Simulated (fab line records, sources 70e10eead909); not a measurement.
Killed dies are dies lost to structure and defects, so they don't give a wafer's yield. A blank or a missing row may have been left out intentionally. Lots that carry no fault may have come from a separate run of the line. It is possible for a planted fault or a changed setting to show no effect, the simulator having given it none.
fab line records    flow nand_harc
[record] lots = 24  wafers = 72  last_day = 33
route steps=1302 shown A_CONTACT@1040 A_BLC@1124
lots that met no fault: from a run of the same line without faults
start_h: start of the lot's first displayed wafer, in hours after the record's first day    wait_h: how many hours have passed since the lot's step before this one    " the same as in the row above    L1.1+2: a single row standing in for several wafers    - no value present, or no start provided    * or withheld: withheld    < > ~ a bound
route shown NAME@n: names a module that has steps shown in the file, with the first one's number in the route    usual: mean/standard deviation of fault-free wafers    same: alike in all rows    chamber/n: place in a boat    sites: the reading at each site    _std_site: the values' standard deviation    _edge_site: inner sites' mean taken away from outer sites' mean    radius_mm: how far each site lies from the wafer's centre    mask NAME#n: copy n    behind: the most recent tool/chamber to have shaped the wafer    hold: why the lot was held/for how many hours/how that ended    device: which transistor (n, p or np) failed to switch    end of line: at the end of the route, the tests of the same wafers    a step without rows: its recipe alone    killed: at the first sort, the dies lost to defects and structure; wafer yield is something else    map: a wafer's dies, marking killed ones x, the rest . and places with no die _
set.NAME: the setting that was run; set.NAME@STEP: the one run at that earlier step    model.NAME: the simulator's own value behind a step, which no gauge read
steps of the route over a sample of lots; a table a step, a row a wafer
services: from which hour (start_h, from the record's first day; less than 0 if before it) a tool's chamber was out of use, for how many hours, and why
[[steps]]
[step NHARC_A_CONTACT_OVL_MEAS_70]
[usual] overlay_x_nm = 0.1/0.97  overlay_y_nm = 0.0/0.69
lot.wafer  tool        chamber  start_h  wait_h  overlay_x_nm  overlay_y_nm
L074.3     overlay-02  -        513.26   -       -1.2          -0.1
L074.4     "           -        "        "       -1.7          0.5
L074.5     "           -        "        "       -1.3          0.0
L075.1     overlay-02  -        522.59   -       0.3           0.1
L075.4     "           -        "        "       0.5           0.4
L075.5     "           -        "        "       1.0           -0.1
L076.1     overlay-02  -        533.36   -       -0.5          -1.2
L076.3     "           -        "        "       0.3           -0.8
L076.4     "           -        "        "       0.6           -1.1
L078.1     overlay-02  -        539.09   -       0.0           0.9
L078.4     "           -        "        "       -0.6          1.3
L078.6     "           -        "        "       0.0           1.4
L077.2     overlay-01  -        539.49   -       -0.4          0.6
L077.4     "           -        "        "       -0.7          0.4
L077.6     "           -        "        "       -0.9          0.4
L079.1     overlay-02  -        544.30   -       -1.1          -0.9
L079.2     "           -        "        "       -0.3          -0.8
L079.6     "           -        "        "       -0.9          -1.1
L080.1     overlay-01  -        561.96   -       -0.4          0.0
L080.2     "           -        "        "       0.1           0.0
L080.3     "           -        "        "       -0.1          0.2
L081.1     overlay-02  -        565.20   -       0.7           0.7
L081.3     "           -        "        "       0.3           0.9
L081.5     "           -        "        "       0.2           0.8
L082.1     overlay-01  -        583.82   -       -0.2          -0.1
L082.3     "           -        "        "       -0.3          -0.5
L082.4     "           -        "        "       0.0           -0.3
L083.2     overlay-02  -        609.27   -       -0.6          0.9
L083.4     "           -        "        "       -0.5          0.4
L083.5     "           -        "        "       -0.7          1.3
L084.1     overlay-01  -        611.26   -       -0.4          -0.8
L084.3     "           -        "        "       -0.1          -0.5
L084.4     "           -        "        "       -0.8          0.5
L085.2     overlay-01  -        614.51   -       1.2           0.0
L085.3     "           -        "        "       1.8           0.7
L085.6     "           -        "        "       1.6           0.1
L086.1     overlay-02  -        638.44   -       -0.2          -0.4
L086.4     "           -        "        "       -0.4          -0.1
L086.6     "           -        "        "       -0.2          0.3
L087.1     overlay-02  -        642.62   -       0.9           0.2
L087.3     "           -        "        "       1.0           0.1
L087.4     "           -        "        "       0.9           0.4
L088.3     overlay-02  -        645.95   -       0.1           0.4
L088.4     "           -        "        "       0.1           0.4
L088.6     "           -        "        "       0.5           -0.2
L089.1     overlay-01  -        649.21   -       0.6           -0.7
L089.2     "           -        "        "       0.8           -0.6
L089.6     "           -        "        "       0.6           -0.5
L090.3     overlay-01  -        655.17   -       1.2           -0.5
L090.4     "           -        "        "       1.7           -0.9
L090.5     "           -        "        "       1.2           -1.1
L091.1     overlay-02  -        670.47   -       -0.7          -0.3
L091.2     "           -        "        "       -1.0          0.0
L091.6     "           -        "        "       -0.5          -0.1
L092.1     overlay-01  -        672.65   -       -1.2          0.5
L092.2     "           -        "        "       -0.9          1.2
L092.6     "           -        "        "       -0.7          0.4
L093.1     overlay-01  -        685.56   -       -0.5          -0.2
L093.5     "           -        "        "       -0.9          -0.6
L093.6     "           -        "        "       -0.3          -0.6
L095.1     overlay-01  -        702.19   -       -0.3          -0.5
L095.3     "           -        "        "       -0.8          -0.1
L095.5     "           -        "        "       -0.1          -0.5
L096.1     overlay-01  -        702.68   -       0.1           -0.1
L096.2     "           -        "        "       0.1           -0.4
L096.4     "           -        "        "       0.3           -0.9
L094.1     overlay-01  -        717.19   -       2.8           -0.5
L094.4     "           -        "        "       3.1           -1.2
L094.6     "           -        "        "       3.2           -1.0
L097.1     overlay-01  -        729.48   -       0.5           -0.1
L097.4     "           -        "        "       0.8           0.5
L097.6     "           -        "        "       0.5           0.4
[step NHARC_A_CONTACT_ETCH_128]
[recipe] source_w = withheld  pressure_mtorr = 20  bias_v = 3000  time_s = 197  target_depth_a = 19180  ar_flow_sccm = withheld  c4f8_flow_sccm = withheld  o2_flow_sccm = withheld  chemistry = C4F8/O2/Ar
lot.wafer  tool             chamber  start_h  wait_h  rf_hours_counter_h
L074.3     har_cap_etch-02  0        515.67   0.1     -
L074.4     "                1        "        "       -
L074.5     "                1        "        "       -
L075.1     har_cap_etch-01  1        524.96   0.1     2
L075.4     "                0        "        "       -
L075.5     "                1        "        "       -
L076.1     har_cap_etch-03  1        535.74   0.2     50
L076.4     "                1        "        "       -
L076.3     "                0        "        "       -
L078.1     har_cap_etch-01  1        541.81   0.1     5
L078.4     "                1        "        "       -
L078.6     "                0        "        "       -
L077.2     har_cap_etch-03  0        541.89   0.1     51
L077.4     "                0        "        "       -
L077.6     "                0        "        "       -
L079.1     har_cap_etch-01  0        546.70   0.1     7
L079.2     "                1        "        "       7
L079.6     "                0        "        "       -
L080.1     har_cap_etch-02  0        564.33   0.1     100
L080.2     "                1        "        "       100
L080.3     "                0        "        "       -
L081.1     har_cap_etch-01  1        567.58   0.1     11
L081.3     "                1        "        "       -
L081.5     "                0        "        "       -
L082.1     har_cap_etch-03  1        586.20   0.1     58
L082.3     "                0        "        "       -
L082.4     "                1        "        "       -
L083.2     har_cap_etch-03  0        611.67   0.1     60
L083.4     "                1        "        "       -
L083.5     "                0        "        "       -
L084.1     har_cap_etch-02  0        613.62   0.1     107
L084.3     "                0        "        "       -
L084.4     "                1        "        "       -
L085.2     har_cap_etch-01  0        616.88   0.1     20
L085.3     "                0        "        "       -
L085.6     "                0        "        "       -
L086.1     har_cap_etch-02  1        640.95   0.1     112
L086.4     "                0        "        "       -
L086.6     "                0        "        "       -
L087.1     har_cap_etch-01  0        645.02   0.1     25
L087.4     "                1        "        "       -
L087.3     "                0        "        "       -
L088.3     har_cap_etch-03  0        648.37   0.1     -
L088.4     "                1        "        "       -
L088.6     "                0        "        "       -
L089.2     har_cap_etch-02  0        651.58   0.1     116
L089.1     "                1        "        "       116
L089.6     "                0        "        "       -
L090.3     har_cap_etch-03  0        658.06   0.1     -
L090.4     "                1        "        "       -
L090.5     "                1        "        "       -
L091.1     har_cap_etch-01  0        672.83   0.1     32
L091.2     "                1        "        "       32
L091.6     "                1        "        "       -
L092.2     har_cap_etch-02  0        675.02   0.1     122
L092.1     "                1        "        "       122
L092.6     "                0        "        "       -
L093.1     har_cap_etch-03  1        687.92   0.1     76
L093.5     "                1        "        "       -
L093.6     "                0        "        "       -
L095.1     har_cap_etch-02  1        704.56   0.1     127
L095.3     "                1        "        "       -
L095.5     "                1        "        "       -
L096.1     har_cap_etch-01  1        705.05   0.1     37
L096.2     "                0        "        "       37
L096.4     "                0        "        "       -
L094.1     har_cap_etch-03  0        719.55   0.1     82
L094.4     "                0        "        "       -
L094.6     "                1        "        "       -
L097.1     har_cap_etch-03  0        731.85   0.1     83
L097.4     "                0        "        "       -
L097.6     "                0        "        "       -
[step NHARC_A_CONTACT_ETCH_129]
[recipe] source_w = withheld  pressure_mtorr = 20  bias_v = 3000  time_s = 197  target_depth_a = 19180  ar_flow_sccm = withheld  c4f8_flow_sccm = withheld  o2_flow_sccm = withheld  chemistry = C4F8/O2/Ar
lot.wafer  tool             chamber  start_h  wait_h  rf_hours_counter_h
L074.3     har_cap_etch-02  0        515.85   0.1     -
L074.4     "                1        "        "       -
L074.5     "                1        "        "       -
L075.1     har_cap_etch-01  1        525.14   0.1     2
L075.4     "                0        "        "       -
L075.5     "                1        "        "       -
L076.1     har_cap_etch-03  1        535.92   0.1     50
L076.4     "                1        "        "       -
L076.3     "                0        "        "       -
L078.1     har_cap_etch-01  1        541.98   0.1     5
L078.4     "                1        "        "       -
L078.6     "                0        "        "       -
L077.2     har_cap_etch-03  0        542.07   0.1     52
L077.4     "                0        "        "       -
L077.6     "                0        "        "       -
L079.1     har_cap_etch-01  0        546.88   0.1     7
L079.2     "                1        "        "       7
L079.6     "                0        "        "       -
L080.1     har_cap_etch-02  0        564.51   0.1     100
L080.2     "                1        "        "       100
L080.3     "                0        "        "       -
L081.1     har_cap_etch-01  1        567.75   0.1     11
L081.3     "                1        "        "       -
L081.5     "                0        "        "       -
L082.1     har_cap_etch-03  1        586.38   0.1     58
L082.3     "                0        "        "       -
L082.4     "                1        "        "       -
L083.2     har_cap_etch-03  0        611.85   0.1     60
L083.4     "                1        "        "       -
L083.5     "                0        "        "       -
L084.1     har_cap_etch-02  0        613.79   0.1     107
L084.3     "                0        "        "       -
L084.4     "                1        "        "       -
L085.2     har_cap_etch-01  0        617.06   0.1     20
L085.3     "                0        "        "       -
L085.6     "                0        "        "       -
L086.1     har_cap_etch-02  1        641.13   0.1     112
L086.4     "                0        "        "       -
L086.6     "                0        "        "       -
L087.1     har_cap_etch-01  0        645.20   0.1     25
L087.4     "                1        "        "       -
L087.3     "                0        "        "       -
L088.3     har_cap_etch-03  0        648.55   0.1     -
L088.4     "                1        "        "       -
L088.6     "                0        "        "       -
L089.2     har_cap_etch-02  0        651.75   0.1     116
L089.1     "                1        "        "       116
L089.6     "                0        "        "       -
L090.3     har_cap_etch-03  0        658.24   0.1     -
L090.4     "                1        "        "       -
L090.5     "                1        "        "       -
L091.1     har_cap_etch-01  0        673.01   0.1     32
L091.2     "                1        "        "       32
L091.6     "                1        "        "       -
L092.2     har_cap_etch-02  0        675.20   0.1     122
L092.1     "                1        "        "       122
L092.6     "                0        "        "       -
L093.1     har_cap_etch-03  1        688.10   0.1     76
L093.5     "                1        "        "       -
L093.6     "                0        "        "       -
L095.1     har_cap_etch-02  1        704.74   0.1     127
L095.3     "                1        "        "       -
L095.5     "                1        "        "       -
L096.1     har_cap_etch-01  1        705.23   0.1     37
L096.2     "                0        "        "       37
L096.4     "                0        "        "       -
L094.1     har_cap_etch-03  0        719.73   0.1     82
L094.4     "                0        "        "       -
L094.6     "                1        "        "       -
L097.1     har_cap_etch-03  0        732.03   0.1     83
L097.4     "                0        "        "       -
L097.6     "                0        "        "       -
[step NHARC_A_CONTACT_ETCH_106]
[recipe] target_depth_a = 900  overetch_a = 90  time_s = 49.5  ion_energy_ev = 100  cf4_flow_sccm = 80  o2_flow_sccm = 20  ar_flow_sccm = 0  rf_w = 300  bias_w = 100  chemistry = CF4/O2
[usual] drypump_motor_current_A = 5.6/0.41  oes_o_777_au = 1.000/0.005  oes_product_au = 1.000/0.015  rf_fwd_power_W = 297.3/1.2  rf_vpp_V = 197.4/1.4  showerhead_plenum_p_Torr = 1.32/0.058  throttle_valve_pct = 13.397/0.0085
lot.wafer  tool         chamber  start_h  wait_h  drypump_motor_current_A  oes_o_777_au  oes_product_au  rf_fwd_power_W  rf_hours_counter_h  rf_vpp_V  showerhead_plenum_p_Torr  throttle_valve_pct
L074.3     rie_diel-12  2        517.96   0.2     5.7                      0.996         1.020           296.8           7                   196.2     1.25                      13.404
L074.4     "            0        "        "       4.9                      0.995         0.987           297.4           10                  196.0     1.28                      13.382
L074.5     "            1        "        "       5.9                      1.003         1.004           296.4           -                   197.0     1.32                      13.393
L075.4     rie_diel-12  1        527.14   0.1     5.9                      1.003         0.995           297.1           12                  197.3     1.32                      13.399
L075.1     "            3        "        "       5.9                      0.993         0.975           296.9           11                  199.3     1.38                      13.400
L075.5     "            2        "        "       5.7                      1.006         1.012           296.6           -                   196.8     1.25                      13.388
L076.1     rie_diel-12  0        538.10   0.1     4.9                      1.001         0.991           297.7           15                  196.3     1.28                      13.396
L076.3     "            2        "        "       5.7                      1.009         1.014           297.3           12                  196.2     1.25                      13.402
L076.4     "            3        "        "       5.9                      1.009         0.986           297.4           -                   200.4     1.38                      13.396
L078.1     rie_diel-12  2        544.15   0.1     5.7                      1.010         1.024           297.0           14                  195.8     1.25                      13.382
L078.4     "            0        "        "       4.9                      1.000         0.991           296.4           -                   196.7     1.28                      13.392
L078.6     "            3        "        "       5.9                      1.011         0.975           297.2           -                   200.4     1.38                      13.398
L077.2     rie_diel-12  0        544.18   0.1     4.9                      0.994         0.987           298.7           17                  196.1     1.28                      13.402
L077.6     "            2        "        "       5.7                      1.000         1.008           298.3           -                   197.1     1.25                      13.397
L077.4     "            3        "        "       5.9                      0.999         0.989           297.3           -                   199.6     1.38                      13.401
L079.1     rie_diel-12  3        548.88   0.1     5.9                      1.002         0.985           295.6           17                  199.0     1.38                      13.401
L079.2     "            0        "        "       4.9                      1.004         0.994           298.3           18                  195.5     1.28                      13.402
L079.6     "            1        "        "       5.9                      0.996         0.994           297.3           -                   197.2     1.32                      13.383
L080.2     rie_diel-03  1        566.55   0.1     5.6                      0.998         1.007           296.8           30                  198.0     1.35                      13.399
L080.3     "            2        "        "       6.1                      0.988         0.993           297.9           36                  198.4     1.35                      13.401
L080.1     "            3        "        "       5.8                      1.005         0.974           295.7           36                  198.3     1.28                      13.395
L081.3     rie_diel-12  0        569.81   0.1     4.9                      0.996         0.995           297.9           20                  196.8     1.28                      13.392
L081.1     "            1        "        "       5.9                      0.994         0.987           297.6           17                  196.1     1.32                      13.380
L081.5     "            0        "        "       4.9                      1.004         0.989           298.6           -                   195.4     1.28                      13.407
L082.4     rie_diel-12  0        588.36   0.1     4.9                      1.002         0.988           299.1           22                  198.1     1.28                      13.412
L082.3     "            1        "        "       5.9                      0.994         0.984           298.0           19                  198.7     1.32                      13.393
L082.1     "            2        "        "       5.7                      1.007         1.014           295.1           20                  196.1     1.25                      13.397
L083.2     rie_diel-12  2        613.81   0.1     5.7                      1.004         1.014           296.6           23                  196.1     1.25                      13.406
L083.4     "            3        "        "       5.9                      0.998         1.001           299.1           25                  198.2     1.38                      13.402
L083.5     "            2        "        "       5.7                      1.004         1.025           297.8           -                   196.3     1.25                      13.403
L084.1     rie_diel-03  2        615.85   0.1     6.0                      1.001         0.997           298.0           55                  199.8     1.35                      13.399
L084.4     "            3        "        "       5.8                      1.006         0.994           296.2           55                  197.1     1.28                      13.386
L084.3     "            0        "        "       6.1                      1.000         1.005           296.4           41                  197.0     1.27                      13.388
L085.2     rie_diel-12  3        619.07   0.1     5.9                      1.000         0.991           297.0           27                  197.6     1.38                      13.399
L085.3     "            1        "        "       6.0                      1.006         0.985           298.2           24                  197.1     1.32                      13.402
L085.6     "            3        "        "       5.9                      0.999         0.995           296.8           -                   198.6     1.38                      13.405
L086.1     rie_diel-06  2        643.37   0.1     5.7                      1.005         0.980           295.1           56                  200.1     1.42                      13.393
L086.4     "            3        "        "       5.4                      0.992         1.004           298.0           51                  198.6     1.42                      13.400
L086.6     "            2        "        "       5.7                      1.007         0.987           297.3           -                   199.8     1.42                      13.395
L087.1     rie_diel-03  3        647.18   0.0     5.8                      1.001         1.009           296.4           0                   197.6     1.27                      13.392
L087.3     "            0        "        "       6.1                      0.999         1.012           295.9           1                   196.8     1.27                      13.393
L087.4     "            2        "        "       6.0                      0.989         0.975           299.2           0                   197.1     1.35                      13.407
L088.3     rie_diel-06  3        650.57   0.1     5.4                      1.006         1.012           297.3           54                  198.8     1.42                      13.409
L088.4     "            0        "        "       5.4                      0.998         0.984           293.5           58                  198.6     1.41                      13.406
L088.6     "            1        "        "       4.8                      1.008         1.012           297.4           -                   196.6     1.28                      13.396
L089.2     rie_diel-12  1        653.76   0.1     6.0                      1.001         0.989           297.5           6                   196.4     1.31                      13.421
L089.1     "            3        "        "       5.9                      0.997         1.000           298.0           6                   197.5     1.37                      13.397
L089.6     "            1        "        "       6.0                      1.002         0.987           297.4           -                   197.5     1.31                      13.386
L090.4     rie_diel-12  0        660.36   0.1     4.9                      0.993         1.010           300.1           7                   197.3     1.28                      13.382
L090.3     "            2        "        "       5.7                      0.999         1.013           296.0           7                   195.5     1.24                      13.389
L090.5     "            0        "        "       4.9                      0.998         1.004           299.4           -                   197.8     1.28                      13.373
L091.1     rie_diel-12  1        675.02   0.1     5.9                      1.002         0.979           297.1           11                  198.8     1.31                      13.388
L091.2     "            2        "        "       5.7                      1.000         1.017           299.0           11                  196.2     1.24                      13.400
L091.6     "            1        "        "       5.9                      0.998         0.982           298.2           -                   198.1     1.31                      13.385
L092.1     rie_diel-12  0        677.21   0.1     4.9                      0.985         1.002           298.4           11                  198.1     1.28                      13.395
L092.2     "            1        "        "       5.9                      0.998         0.999           298.6           11                  198.9     1.31                      13.412
L092.6     "            3        "        "       5.9                      1.000         0.997           297.3           -                   201.0     1.37                      13.389
L093.1     rie_diel-12  1        690.12   0.1     5.9                      1.001         0.978           296.4           13                  197.5     1.31                      13.397
L093.6     "            3        "        "       5.9                      0.997         1.002           299.8           -                   199.5     1.37                      13.386
L093.5     "            0        "        "       4.9                      1.003         1.007           296.7           -                   196.5     1.28                      13.388
L095.1     rie_diel-06  3        706.81   0.1     5.4                      1.001         1.016           298.7           14                  200.5     1.42                      13.416
L095.3     "            1        "        "       4.9                      0.993         1.002           297.0           15                  196.5     1.28                      13.394
L095.5     "            0        "        "       5.4                      0.999         0.966           294.6           -                   198.4     1.40                      13.402
L096.2     rie_diel-12  1        707.23   0.1     5.9                      0.995         0.995           295.7           16                  196.9     1.31                      13.395
L096.4     "            2        "        "       5.7                      1.002         1.024           297.3           17                  195.6     1.24                      13.400
L096.1     "            3        "        "       5.9                      1.007         0.997           297.0           16                  197.7     1.37                      13.390
L094.4     rie_diel-06  2        721.72   0.1     5.7                      0.997         1.003           297.7           18                  198.6     1.41                      13.404
L094.1     "            1        "        "       4.9                      1.004         1.013           296.4           18                  196.7     1.28                      13.398
L094.6     "            3        "        "       5.4                      1.004         1.010           298.2           -                   198.2     1.41                      13.401
L097.1     rie_diel-12  1        734.04   0.1     6.0                      1.006         1.002           297.1           19                  198.3     1.31                      13.394
L097.4     "            3        "        "       5.9                      1.003         1.006           297.7           20                  198.7     1.37                      13.405
L097.6     "            0        "        "       4.9                      0.999         1.033           297.5           -                   196.0     1.28                      13.395
[step NHARC_A_CONTACT_ETCH_135]
[recipe] source_w = withheld  pressure_mtorr = 20  bias_v = 1200  time_s = 311  target_depth_a = 19120  ar_flow_sccm = withheld  c4f8_flow_sccm = withheld  o2_flow_sccm = withheld  chemistry = C4F8/O2/Ar
lot.wafer  tool             chamber  start_h  wait_h  rf_hours_counter_h
L074.4     har_cap_etch-02  0        523.05   0.2     -
L074.3     "                1        "        "       -
L074.5     "                1        "        "       -
L075.1     har_cap_etch-01  0        533.61   0.2     3
L075.4     "                1        "        "       -
L075.5     "                0        "        "       -
L076.1     har_cap_etch-02  0        543.02   0.2     96
L076.4     "                0        "        "       -
L076.3     "                1        "        "       -
L078.1     har_cap_etch-03  1        548.81   0.2     53
L078.4     "                0        "        "       -
L078.6     "                1        "        "       -
L077.2     har_cap_etch-02  0        549.29   0.2     97
L077.4     "                1        "        "       -
L077.6     "                1        "        "       -
L079.2     har_cap_etch-02  1        555.03   0.2     98
L079.1     "                0        "        "       98
L079.6     "                1        "        "       -
L080.2     har_cap_etch-03  0        571.19   0.2     56
L080.1     "                1        "        "       56
L080.3     "                0        "        "       -
L081.1     har_cap_etch-02  1        574.35   0.2     101
L081.3     "                1        "        "       -
L081.5     "                1        "        "       -
L082.1     har_cap_etch-02  0        595.92   0.2     103
L082.3     "                0        "        "       -
L082.4     "                1        "        "       -
L083.2     har_cap_etch-03  0        618.47   0.2     61
L083.4     "                0        "        "       -
L083.5     "                1        "        "       -
L084.1     har_cap_etch-02  0        624.13   0.2     108
L084.4     "                0        "        "       -
L084.3     "                1        "        "       -
L085.2     har_cap_etch-01  0        625.82   0.2     21
L085.3     "                0        "        "       -
L085.6     "                1        "        "       -
L086.1     har_cap_etch-01  1        648.13   0.2     26
L086.4     "                1        "        "       -
L086.6     "                1        "        "       -
L087.1     har_cap_etch-01  0        651.78   0.2     28
L087.4     "                0        "        "       -
L087.3     "                1        "        "       -
L088.4     har_cap_etch-02  1        657.61   0.2     -
L088.3     "                0        "        "       -
L088.6     "                1        "        "       -
L089.2     har_cap_etch-03  0        663.61   0.2     71
L089.1     "                1        "        "       71
L089.6     "                1        "        "       -
L090.3     har_cap_etch-03  1        665.27   0.2     -
L090.4     "                0        "        "       -
L090.5     "                0        "        "       -
L091.2     har_cap_etch-01  0        681.80   0.2     33
L091.1     "                1        "        "       33
L091.6     "                0        "        "       -
L092.2     har_cap_etch-02  1        683.10   0.2     123
L092.1     "                0        "        "       123
L092.6     "                1        "        "       -
L093.1     har_cap_etch-03  0        696.49   0.2     77
L093.6     "                0        "        "       -
L093.5     "                1        "        "       -
L095.1     har_cap_etch-02  0        712.32   0.2     128
L095.3     "                1        "        "       -
L095.5     "                0        "        "       -
L096.2     har_cap_etch-01  0        713.90   0.2     38
L096.1     "                1        "        "       38
L096.4     "                0        "        "       -
L094.1     har_cap_etch-01  1        726.42   0.2     40
L094.4     "                1        "        "       -
L094.6     "                0        "        "       -
L097.1     har_cap_etch-02  0        738.78   0.2     132
L097.4     "                1        "        "       -
L097.6     "                1        "        "       -
[step NHARC_A_BLC_CD_MEAS_19]
[usual] cd_nm = 100/3.4
lot.wafer  tool       chamber  start_h  wait_h  cd_nm
L074.3     cd_sem-03  -        528.80   -       99
L074.4     "          -        "        "       101
L074.5     "          -        "        "       96
L075.1     cd_sem-01  -        542.71   -       99
L075.4     "          -        "        "       97
L075.5     "          -        "        "       95
L076.1     cd_sem-03  -        549.08   -       97
L076.3     "          -        "        "       101
L076.4     "          -        "        "       95
L078.1     cd_sem-02  -        554.77   -       103
L078.4     "          -        "        "       100
L078.6     "          -        "        "       104
L077.2     cd_sem-01  -        555.52   -       95
L077.4     "          -        "        "       102
L077.6     "          -        "        "       98
L079.1     cd_sem-01  -        560.99   -       103
L079.2     "          -        "        "       98
L079.6     "          -        "        "       99
L080.1     cd_sem-01  -        577.77   -       95
L080.2     "          -        "        "       102
L080.3     "          -        "        "       101
L081.1     cd_sem-03  -        580.64   -       105
L081.3     "          -        "        "       101
L081.5     "          -        "        "       96
L082.1     cd_sem-01  -        601.82   -       98
L082.3     "          -        "        "       103
L082.4     "          -        "        "       103
L083.2     cd_sem-02  -        624.45   -       97
L083.4     "          -        "        "       99
L083.5     "          -        "        "       101
L084.1     cd_sem-02  -        630.07   -       101
L084.3     "          -        "        "       101
L084.4     "          -        "        "       103
L085.2     cd_sem-03  -        631.60   -       98
L085.3     "          -        "        "       98
L085.6     "          -        "        "       97
L086.1     cd_sem-01  -        654.42   -       102
L086.4     "          -        "        "       99
L086.6     "          -        "        "       100
L087.1     cd_sem-01  -        657.88   -       99
L087.3     "          -        "        "       102
L087.4     "          -        "        "       96
L088.3     cd_sem-01  -        663.38   -       104
L088.4     "          -        "        "       105
L088.6     "          -        "        "       104
L089.1     cd_sem-03  -        669.59   -       97
L089.2     "          -        "        "       93
L089.6     "          -        "        "       96
L090.3     cd_sem-02  -        671.30   -       94
L090.4     "          -        "        "       100
L090.5     "          -        "        "       94
L091.1     cd_sem-02  -        687.81   -       103
L091.2     "          -        "        "       101
L091.6     "          -        "        "       105
L092.1     cd_sem-02  -        689.08   -       95
L092.2     "          -        "        "       97
L092.6     "          -        "        "       101
L093.1     cd_sem-01  -        703.67   -       105
L093.5     "          -        "        "       102
L093.6     "          -        "        "       97
L095.1     cd_sem-02  -        718.26   -       103
L095.3     "          -        "        "       98
L095.5     "          -        "        "       102
L096.1     cd_sem-01  -        719.91   -       104
L096.2     "          -        "        "       103
L096.4     "          -        "        "       102
L094.1     cd_sem-01  -        732.34   -       97
L094.4     "          -        "        "       102
L094.6     "          -        "        "       99
L097.1     cd_sem-01  -        744.70   -       104
L097.4     "          -        "        "       99
L097.6     "          -        "        "       99
[[services]]
tool             chamber  start_h  hours  kind
rie_diel-12      2        495.22   12.4   repair
har_cap_etch-01  -        498.56   17.0   pm
har_cap_etch-01  0        498.56   17.0   vent_cycle
har_cap_etch-01  1        498.56   17.0   vent_cycle
har_cap_etch-03  -        507.31   3.3    repair
rie_diel-06      3        508.98   12.6   repair
har_cap_etch-01  0        515.56   -      clean
har_cap_etch-01  0        515.56   -      consumable_replace:focus_ring
har_cap_etch-01  1        515.56   -      clean
rie_diel-12      1        533.72   14.0   repair
har_cap_etch-01  -        559.47   4.6    repair
rie_diel-03      0        595.85   5.6    repair
rie_diel-06      -        597.52   0.5    repair
har_cap_etch-03  -        600.92   7.8    repair
rie_diel-12      -        622.40   9.0    pm
har_cap_etch-01  -        623.00   1.3    repair
har_cap_etch-03  -        623.94   0.4    repair
rie_diel-03      -        636.50   9.0    pm
rie_diel-03      1        650.83   17.3   repair
rie_diel-03      3        654.93   1.4    repair
rie_diel-06      -        661.44   9.0    pm
har_cap_etch-01  -        689.92   0.4    repair
rie_diel-03      3        696.21   2.9    repair
rie_diel-06      0        731.21   4.4    repair
[[key]]
fault none
